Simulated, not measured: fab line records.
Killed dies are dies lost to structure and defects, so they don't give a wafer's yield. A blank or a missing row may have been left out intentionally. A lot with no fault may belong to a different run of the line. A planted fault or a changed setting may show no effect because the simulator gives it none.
Split-lot study + flow n5-finfet + 21 wafers read from 7 lots, route of 1938 steps

## THE SPLIT
At N5_BEOL_M14_COAT_22 (resist thk 300 nm), the setting spin-rpm was moved away from the recipe's 2888 rpm on 6 of the 21 wafers read, by +6.2% to +9.9%. The other wafers ran this setting at the recipe's value.

The split's own step is where the reading is taken.

## THE READING
coat_of_BEOL_M14_COAT_22.thk-nm (the simulator's own value, which no gauge read), in nm, at N5_BEOL_M14_COAT_22 (resist thk 300 nm). The file does not state a usual value for it. Across the 15 wafers here that went through the recipe, the average is 299.9 nm and the standard deviation 0.78 nm.

| wafer  | tool, chamber at the split | spin-rpm as run, rpm | against the recipe | coat_of_BEOL_M14_COAT_22.thk-nm, nm | against lot-mates on the recipe |
|--------|----------------------------|----------------------|--------------------|-------------------------------------|---------------------------------|
| L079.1 | litho-track-02, 0          | 2888                 | recipe             | 300.4                               | -                               |
| L079.2 | litho-track-02, 0          | 2888                 | recipe             | 300.6                               | -                               |
| L079.3 | litho-track-02, 0          | 2888                 | recipe             | 300.8                               | -                               |
| L078.3 | litho-track-01, 0          | 2888                 | recipe             | 299.4                               | -                               |
| L078.5 | litho-track-01, 0          | 2888                 | recipe             | 300.4                               | -                               |
| L078.6 | litho-track-01, 0          | 2888                 | recipe             | 300.6                               | -                               |
| L084.2 | litho-track-02, 0          | 2888                 | recipe             | 299.2                               | -                               |
| L084.3 | litho-track-02, 0          | 2888                 | recipe             | 299                                 | -                               |
| L084.4 | litho-track-02, 0          | 2888                 | recipe             | 298.6                               | -                               |
| L086.1 | litho-track-01, 0          | 2888                 | recipe             | 299.8                               | -                               |
| L086.5 | litho-track-01, 0          | 2888                 | recipe             | 299.6                               | -                               |
| L086.6 | litho-track-01, 0          | 2888                 | recipe             | 299                                 | -                               |
| L089.2 | litho-track-02, 0          | 3068                 | +6.2%              | 291                                 | -9.6                            |
| L089.5 | litho-track-02, 0          | 2888                 | recipe             | 301.4                               | -                               |
| L089.6 | litho-track-02, 0          | 2888                 | recipe             | 299.8                               | -                               |
| L092.2 | litho-track-02, 0          | 3147                 | +9.0%              | 287.2                               | -12.0                           |
| L092.3 | litho-track-02, 0          | 3147                 | +9.0%              | 287.2                               | -12.0                           |
| L092.6 | litho-track-02, 0          | 2888                 | recipe             | 299.2                               | -                               |
| L094.2 | litho-track-01, 0          | 3173                 | +9.9%              | 286                                 | no lot-mate on the recipe       |
| L094.5 | litho-track-01, 0          | 3173                 | +9.9%              | 286.4                               | no lot-mate on the recipe       |
| L094.6 | litho-track-01, 0          | 3173                 | +9.9%              | 285.6                               | no lot-mate on the recipe       |

THE FIT
A straight line over all 21 wafers: coat_of_BEOL_M14_COAT_22.thk-nm changes by -1.41 nm for each +1% of spin-rpm; r = -0.99; the points scatter about the line by 0.71 nm.
The same after taking each lot's own level away (the mean of its wafers on the recipe; 18 wafers): -1.37 nm for each +1%; r = -0.99; scatter 0.5 nm.
Per that fit: largest spin-rpm move, reading shift of 14 nm.
Across the lots, their own levels run from 298.93 to 300.60 nm, a range of 2.1 times the standard deviation given above.
Hence the lot-to-lot level has little effect on the slope; both slopes agree.
Check: for one of the wafers moved furthest among these (+9.0%), held out of the fit, the line's prediction against its lot-mates is -12.6 nm. Against them it came out at -12 nm.

## FURTHER SPLITS ON THESE WAFERS
Note: prior to the reading, these wafers also went through further splits. Each is held against what the fit with the lots' levels taken away leaves over:
| other split on the same wafers | wafers away from the commonest value | r with coat_of_BEOL_M14_COAT_22.thk-nm (lot level and that fit taken away) |
|--------------------------------|--------------------------------------|----------------------------------------------------------------------------|
| N5_BEOL_M12_SPUTTER_44 time-s  | 2                                    | +0.02                                                                      |
| N5_BEOL_M13_EXPOSE_07 dose-mj  | 8                                    | -0.15                                                                      |
| N5_BEOL_M13_ETCH_59 time-s     | 6                                    | -0.06                                                                      |

## FILE'S OWN FIT
coat_of_BEOL_M14_COAT_22.thk-nm changes by -1.4 nm for each +1% of spin-rpm, r = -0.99.
